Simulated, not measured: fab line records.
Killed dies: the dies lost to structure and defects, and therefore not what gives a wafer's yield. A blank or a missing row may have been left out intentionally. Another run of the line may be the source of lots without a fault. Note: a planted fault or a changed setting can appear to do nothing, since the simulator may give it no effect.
Struck lot and sound lot, side by side	flow nandHarc	16 out of 1302 route steps
Sound: these wafers, L272.1, L272.2, L272.5. Struck: wafer L262.5 (L262.1, L262.6, from the same lot, were not struck and are left out); the cause is given at the end.
Order at every step that has rows: each side's tool, ch and its chambers, its first start. Under that, the readings that differ: sound wafers	struck wafers	difference of the means	sigmas: that difference in standard deviations of wafers without a fault.
alike: readings with means less than 2 such deviations apart, plus words and numbers identical on both sides. not compared: withheld readings, readings lacking a value on some wafer, bounds such as >300 that could conceal the same value, and numbers that have no deviation in the record and whose values overlap.
Wherever a step has rows on one side only, a row that says differs or no value, or a row with sigmas, the two part there. Numbers that don't overlap but have no deviation are shown without sigmas and don't part them. A reading that every wafer of one side lacks parts them only if that side has two wafers or more.

NHARC_A_ONON_D2_THK_MEAS_05: measures by ellipsometry.
  sound: filmMetro-02 at day 17 11:06; struck: filmMetro-02 at day 13 05:40
  alike: thkNm
next comes 1 step that has no rows for these wafers: NHARC_A_ONON_D2_DEP_06 (target thickness 1000 nm).
NHARC_A_ONON_D2_THK_MEAS_08: measures by ellipsometry.
  sound: filmMetro-02 at day 17 11:40; struck: filmMetro-01 at day 13 06:14
  alike: thkNm
next comes 1 step that has no rows for these wafers: NHARC_A_ONON_D2_DEP_09 (target thickness 1000 nm).
NHARC_A_ONON_D2_THK_MEAS_11: measures by ellipsometry.
  sound: filmMetro-01 at day 17 12:14; struck: filmMetro-02 at day 13 06:49
  alike: thkNm
next comes 1 step that has no rows for these wafers: NHARC_A_ONON_D2_DEP_12 (target thickness 1000 nm).
NHARC_A_ONON_D2_THK_MEAS_14: measures by ellipsometry.
  sound: filmMetro-02 at day 17 12:48; struck: filmMetro-01 at day 13 07:22
  alike: thkNm
then, 2 steps without rows for these wafers: NHARC_A_ONON_D2_ANNEAL_15 (time 3600 s); NHARC_A_ONON_D2_DEP_16 (target thk 1000 nm).
NHARC_A_ONON_D2_THK_MEAS_18: measures by ellipsometry.
  sound: filmMetro-01 at day 17 20:30; struck: filmMetro-01 at day 13 17:00
  alike: thkNm
next comes 1 step that has no rows for these wafers: NHARC_A_ONON_D2_DEP_19 (target thickness 1000 nm).
NHARC_A_ONON_D2_THK_MEAS_21: measures by ellipsometry.
  sound: filmMetro-02 at day 17 21:04; struck: filmMetro-01 at day 13 17:34
reading	sound	struck	difference	sigmas
thkNm (nm)	1020 1019 1019	997	-22	-2
NHARC_A_ONON_D2_DEP_22: target thk 1000 nm.
  sound on pecvdOnon-01 ch 0, day 17 21:07; struck on pecvdOnon-01 ch 0, day 13 17:37
  alike: susceptorTempC
NHARC_A_ONON_D2_THK_MEAS_24: measures by ellipsometry.
  sound: filmMetro-01 at day 17 21:38; struck: filmMetro-02 at day 13 18:08
reading	sound	struck	difference	sigmas
thkNm (nm)	1015 1014 1015	1566	+551	+46
next comes 1 step that has no rows for these wafers: NHARC_A_ONON_D2_DEP_25 (target thickness 1000 nm).
-- break in the record here, with 13 days between the starts of the struck wafers on either side (left off in module A_ONON_D2, picked up again in module END, where the first step shown is number 1302 on the route) --
NHARC_END_SORT_01:
  only the struck wafers appear in the record here, on prober-02 ch 0 at day 26 06:40; the sound ones have no rows

## WHERE THEY PART
Last at NHARC_END_SORT_01 as far as this record goes, first at NHARC_A_ONON_D2_THK_MEAS_21.

WHY: what had been put in by the simulator
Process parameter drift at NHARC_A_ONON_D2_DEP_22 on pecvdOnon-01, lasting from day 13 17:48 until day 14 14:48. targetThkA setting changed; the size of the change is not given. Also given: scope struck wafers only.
